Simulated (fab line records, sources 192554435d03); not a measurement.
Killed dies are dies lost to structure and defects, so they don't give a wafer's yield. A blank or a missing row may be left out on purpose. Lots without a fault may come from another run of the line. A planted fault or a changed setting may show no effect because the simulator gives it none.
Which tool did it? | flow n5_finfet | 10 lots, 29 wafers sampled, at 5 steps of a route of 1938

WHAT THE GAUGES READ, wafer by wafer
N5_BEOL_M14_THK_MEAS_01. Usual: M14_ILD_THK 1120 nm, standard deviation 16.
lot  | measured     | on            | M14_ILD_THK (nm) | flag
L426 | day 15 12:16 | film_metro-02 | 1130 1127 1136   |
L428 | day 15 19:18 | film_metro-01 | 1123 1147 1119   |
L429 | day 16 22:22 | film_metro-01 | 1100 1135 1112   |
L434 | day 18 00:37 | film_metro-01 | 1132 1144 1143   |
L435 | day 18 12:26 | film_metro-01 | 1133 1073 1124   |
L441 | day 19 12:22 | film_metro-02 | 1145 1081        |
L446 | day 19 21:02 | film_metro-01 | 1122 1102 1130   |
L444 | day 20 03:13 | film_metro-01 | 1080 1113 1100   |
L445 | day 20 09:07 | film_metro-02 | 1122 1091 1132   |
L447 | day 20 19:45 | film_metro-01 | 1130 1123 1114   |

WHICH TOOL RAN EACH LOT (tool, then ch and the chambers of the sampled wafers, then the start)
lot  | N5_BEOL_M13_ETCH_67                | N5_BEOL_M13_STRIP_37                 | N5_BEOL_M13_SPUTTER_45       | N5_BEOL_M14_ILD_DEP_00
L426 | rie_diel-02 ch 0,1,2, day 15 07:56 | plasma_asher-02 ch 0,1, day 15 08:31 | pvd_sputter-02, day 15 10:48 | pecvd-04 ch 0,2, day 15 12:00
L428 | rie_diel-05 ch 0,2,3, day 15 14:49 | plasma_asher-01 ch 0,1, day 15 15:24 | pvd_sputter-02, day 15 18:02 | pecvd-02 ch 0,1,2, day 15 19:07
L429 | rie_diel-02 ch 1,2,3, day 16 17:14 | plasma_asher-02 ch 0,1, day 16 17:50 | pvd_sputter-01, day 16 21:07 | pecvd-04 ch 0,1,2, day 16 22:16
L434 | rie_diel-02 ch 0,2, day 17 20:35   | plasma_asher-01 ch 0,1, day 17 21:10 | pvd_sputter-01, day 17 23:03 | pecvd-02 ch 0, day 18 00:07
L435 | rie_diel-02 ch 0,1,3, day 18 07:07 | plasma_asher-01 ch 0,1, day 18 07:41 | pvd_sputter-02, day 18 11:11 | pecvd-02 ch 0,1, day 18 12:14
L441 | rie_diel-05 ch 2,3, day 19 05:21   | plasma_asher-02 ch 0,1, day 19 05:57 | pvd_sputter-02, day 19 11:06 | pecvd-02 ch 0,2, day 19 12:14
L446 | rie_diel-02 ch 0,1, day 19 16:15   | plasma_asher-01 ch 0,1, day 19 16:50 | pvd_sputter-02, day 19 19:26 | pecvd-04 ch 0,1, day 19 20:46
L444 | rie_diel-05 ch 1,2,3, day 19 21:22 | plasma_asher-01 ch 0,1, day 19 21:57 | pvd_sputter-01, day 20 01:58 | pecvd-03 ch 0,2, day 20 03:01
L445 | rie_diel-06 ch 2,3, day 20 06:10   | plasma_asher-01 ch 0,1, day 20 06:45 | pvd_sputter-03, day 20 07:22 | pecvd-04 ch 0,1,2, day 20 08:54
L447 | rie_diel-05 ch 0,1,2, day 20 12:50 | plasma_asher-02 ch 0,1, day 20 13:22 | pvd_sputter-01, day 20 18:27 | pecvd-03 ch 0,1,2, day 20 19:38
- N5_BEOL_M13_ETCH_67: etches SiARC in CF4, target depth 143 nm, time 238.3 s.
- N5_BEOL_M13_STRIP_37: strips in N2/H2.
- N5_BEOL_M13_SPUTTER_45: material Cu, target thk 80 nm, time 13.33 s.
- N5_BEOL_M14_ILD_DEP_00: deposits SiO2 from TEOS/O2, target thk 1119.3 nm, time 237.4 s.

WHAT THE TOOLS THEMSELVES READ (means of the sampled wafers that have a number; where no wafer has one, the mark that the record gives instead)
N5_BEOL_M13_ETCH_67. Usual: drypump_motor_current_A 5.6 A, standard deviation 0.46; etch_rf_on_time_s 240 s, standard deviation 6.8; oes_product_au 0.67 a.u., standard deviation 0.08; rf_vpp_V 184.1 V, standard deviation 1.4; showerhead_plenum_p_Torr 2.15 Torr, standard deviation 0.083; throttle_valve_pct 15.62 %, standard deviation 0.21.
lot  | tool        | drypump_motor_current_A (A) | etch_rf_on_time_s (s) | oes_product_au (a.u.) | rf_vpp_V (V) | showerhead_plenum_p_Torr (Torr) | throttle_valve_pct (%) | flag
L426 | rie_diel-02 | 5.4                         | 244                   | 0.73                  | 184.3        | 2.23                            | 15.51                  |
L428 | rie_diel-05 | 5.6                         | 240                   | 0.61                  | 184.0        | 2.10                            | 15.69                  |
L429 | rie_diel-02 | 5.7                         | 249                   | 0.68                  | 184.5        | 2.16                            | 15.61                  |
L434 | rie_diel-02 | 4.9                         | 238                   | 0.75                  | 184.8        | 2.20                            | 15.44                  |
L435 | rie_diel-02 | 5.6                         | 246                   | 0.67                  | 184.3        | 2.18                            | 15.74                  |
L441 | rie_diel-05 | 5.9                         | 240                   | 0.60                  | 184.6        | 2.12                            | 15.67                  |
L446 | rie_diel-02 | 5.3                         | 239                   | 0.70                  | 185.1        | 2.24                            | 15.69                  |
L444 | rie_diel-05 | 5.8                         | 237                   | 0.65                  | 184.2        | 2.14                            | 15.61                  |
L445 | rie_diel-06 | 5.8                         | 228                   | 0.74                  | 184.0        | 2.14                            | 15.47                  |
L447 | rie_diel-05 | 5.5                         | 238                   | 0.73                  | 184.8        | 2.23                            | 15.53                  |

N5_BEOL_M13_STRIP_37. Usual: drypump_motor_current_A 6.2 A, standard deviation 0.34; heater_power_w 303 W, standard deviation 15; oes_product_au 0.784 a.u., standard deviation 0.011.
lot  | tool            | drypump_motor_current_A (A) | heater_power_w (W) | oes_product_au (a.u.) | flag
L426 | plasma_asher-02 | 6.1                         | 291                | 0.792                 |
L428 | plasma_asher-01 | 6.0                         | 319                | 0.785                 |
L429 | plasma_asher-02 | 6.1                         | 289                | 0.791                 |
L434 | plasma_asher-01 | 6.3                         | 310                | 0.774                 |
L435 | plasma_asher-01 | 6.0                         | 322                | 0.779                 |
L441 | plasma_asher-02 | 6.2                         | 292                | 0.791                 |
L446 | plasma_asher-01 | 6.0                         | 316                | 0.777                 |
L444 | plasma_asher-01 | 6.3                         | 310                | 0.786                 |
L445 | plasma_asher-01 | 6.0                         | 317                | 0.778                 |
L447 | plasma_asher-02 | 6.1                         | 293                | 0.788                 |

N5_BEOL_M13_SPUTTER_45. Usual: throttle_valve_pct 29.9 %, standard deviation 0.69.
lot  | tool           | throttle_valve_pct (%) | flag
L426 | pvd_sputter-02 | 29.5                   |
L428 | pvd_sputter-02 | 29.9                   |
L429 | pvd_sputter-01 | 30.1                   |
L434 | pvd_sputter-01 | 30.0                   |
L435 | pvd_sputter-02 | 29.7                   |
L441 | pvd_sputter-02 | 30.4                   |
L446 | pvd_sputter-02 | 29.4                   |
L444 | pvd_sputter-01 | 29.4                   |
L445 | pvd_sputter-03 | 29.9                   |
L447 | pvd_sputter-01 | 30.2                   |

N5_BEOL_M14_ILD_DEP_00. Usual: heater_power_w 569 W, standard deviation 82; run_length_s 280.6 s, standard deviation 0.58; showerhead_plenum_p_Torr 8.341 Torr, standard deviation 0.03; throttle_valve_pct 19.0 %, standard deviation 1.5.
lot  | tool     | heater_power_w (W) | run_length_s (s) | showerhead_plenum_p_Torr (Torr) | throttle_valve_pct (%) | flag
L426 | pecvd-04 | 632                | 280.8            | 8.319                           | 18.6                   |
L428 | pecvd-02 | 630                | 280.5            | 8.344                           | 18.2                   |
L429 | pecvd-04 | 556                | 280.6            | 8.351                           | 20.0                   |
L434 | pecvd-02 | 470                | 280.7            | 8.336                           | 17.7                   |
L435 | pecvd-02 | 514                | 276.7            | 8.357                           | 17.8                   | OFF
L441 | pecvd-02 | 541                | 273.6            | 8.332                           | 17.6                   | OFF
L446 | pecvd-04 | 558                | 280.7            | 8.362                           | 21.1                   |
L444 | pecvd-03 | 562                | 280.6            | 8.330                           | 18.6                   |
L445 | pecvd-04 | 585                | 280.8            | 8.343                           | 20.1                   |
L447 | pecvd-03 | 561                | 280.8            | 8.338                           | 19.0                   |

THE ANSWER, worked out from the rows above alone
Rule: a lot is off if the mean of its wafers that have a number lies more than 3 standard deviations from the usual mean. A lot without any number at a reading at which 4 lots or more have one is off too. The other lots that the step has rows for count as sound. The gauges are gone through in route order, then the tools' own readings, and for those a lot's mean is taken as printed above. The first step at which some lot is off is used, and at that step the reading that is off furthest; a lot without a number counts as furthest.
Off: L435, L441, at N5_BEOL_M14_ILD_DEP_00 (run_length_s).
A tool fits if, at that step or a process step before it, it ran every lot that is off, and no sound lot after the first of them. One fits: pecvd-02 at N5_BEOL_M14_ILD_DEP_00. Its last sound lot is L434 (day 18 00:07), its first lot that is off L435 (day 18 12:14): a fault that began between those two fits.
The tool's own readings at N5_BEOL_M14_ILD_DEP_00 bear it out: on the lots that are off they differ by more than 5 times the standard deviation of the sound lots' means. run_length_s reads 275.1 s there against 280.7 s on the sound lots.

WHAT THE SIMULATOR HAD PUT IN
Process parameter drift: pecvd-02, from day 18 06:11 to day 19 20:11, at N5_BEOL_M14_ILD_DEP_00. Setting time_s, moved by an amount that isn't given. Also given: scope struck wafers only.
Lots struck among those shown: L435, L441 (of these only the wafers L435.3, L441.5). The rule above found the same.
